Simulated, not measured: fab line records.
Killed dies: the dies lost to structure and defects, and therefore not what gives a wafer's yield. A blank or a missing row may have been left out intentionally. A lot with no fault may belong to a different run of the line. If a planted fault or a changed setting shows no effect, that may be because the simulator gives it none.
Which tool is to blame? :: flow nandHarc :: 6 lots with 18 wafers sampled at 3 steps, on a route of 1159 steps

== WHAT THE GAUGES READ, wafer by wafer ==
NHARC_A_ONON_D1_THK_MEAS_24: measures by ellipsometry.
lot: L359
measured: day 8 04:55
on: filmMetro-02
thkNm (nm): 1003 1004 1004

lot: L364
measured: day 9 00:58
on: filmMetro-01
thkNm (nm): 1009 1007 1006

lot: L367
measured: day 10 01:52
on: filmMetro-01
thkNm (nm): 997 998 997

lot: L374
measured: day 11 19:11
on: filmMetro-02
thkNm (nm): 1002 1003 1863

lot: L377
measured: day 12 09:35
on: filmMetro-02
thkNm (nm): 1005 1004 1867

lot: L382
measured: day 13 20:36
on: filmMetro-02
thkNm (nm): 988 990 989

== WHAT TOOL EACH LOT RAN ON (gives the tool, then ch and the chambers of the sampled wafers, and finally the start) ==
lot: L359
NHARC_A_ZERO_WELL_ETCH_19: rieDiel-11 ch 0,1, day 6 23:03
NHARC_A_ONON_D1_DEP_22: pecvdOnon-03 ch 0, day 8 04:25

lot: L364
NHARC_A_ZERO_WELL_ETCH_19: rieDiel-12 ch 0,2, day 7 15:26
NHARC_A_ONON_D1_DEP_22: pecvdOnon-04 ch 0, day 9 00:28

lot: L367
NHARC_A_ZERO_WELL_ETCH_19: rieDiel-12 ch 1,2, day 8 17:08
NHARC_A_ONON_D1_DEP_22: pecvdOnon-02 ch 0, day 10 01:25

lot: L374
NHARC_A_ZERO_WELL_ETCH_19: rieDiel-06 ch 2,3, day 10 08:52
NHARC_A_ONON_D1_DEP_22: pecvdOnon-02 ch 0, day 11 18:43

lot: L377
NHARC_A_ZERO_WELL_ETCH_19: rieDiel-12 ch 0,1,2, day 10 22:38
NHARC_A_ONON_D1_DEP_22: pecvdOnon-02 ch 0, day 12 09:08

lot: L382
NHARC_A_ZERO_WELL_ETCH_19: rieDiel-11 ch 0,1, day 12 10:23
NHARC_A_ONON_D1_DEP_22: pecvdOnon-04 ch 0, day 13 20:04
- NHARC_A_ZERO_WELL_ETCH_19: etches the open film in N2/H2, target depth 80 nm, overetch 24 nm, time 87.88 s.
- NHARC_A_ONON_D1_DEP_22: target thk 1000 nm.

== THE ANSWER, worked out from the rows above alone ==
Rule: the lots themselves supply what counts as usual. The widest of any qualifying gaps counts: lots, ordered by their means at a reading, are off when they make up no more than a third of the lots, leave a main group of 4 or more, and stand apart from it by 3 or more times the standard deviation of that group's means. The tables above print the reading to a certain number of digits; a main group whose means all agree to those digits is not used. A lot without any number at a reading at which 4 lots or more have one is off too. The other lots that the step has rows for count as sound.
Off: L374, L377, at NHARC_A_ONON_D1_THK_MEAS_24 (thkNm). For the main group the mean is 999 nm and the standard deviation 7.
If a tool, at a process step before that reading, ran all the lots that are off and no sound lot after the first of them, it fits. Those tools and the gauges at NHARC_A_ONON_D1_THK_MEAS_24 are tried in the same way. One fits: pecvdOnon-02 at NHARC_A_ONON_D1_DEP_22. Its last sound lot is L367 (day 10 01:25), its first lot that is off L374 (day 11 18:43): a fault that began between those two fits.

== WHAT THE SIMULATOR HAD PUT IN ==
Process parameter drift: pecvdOnon-02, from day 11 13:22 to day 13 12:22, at NHARC_A_ONON_D1_DEP_22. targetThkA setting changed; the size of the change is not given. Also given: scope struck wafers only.
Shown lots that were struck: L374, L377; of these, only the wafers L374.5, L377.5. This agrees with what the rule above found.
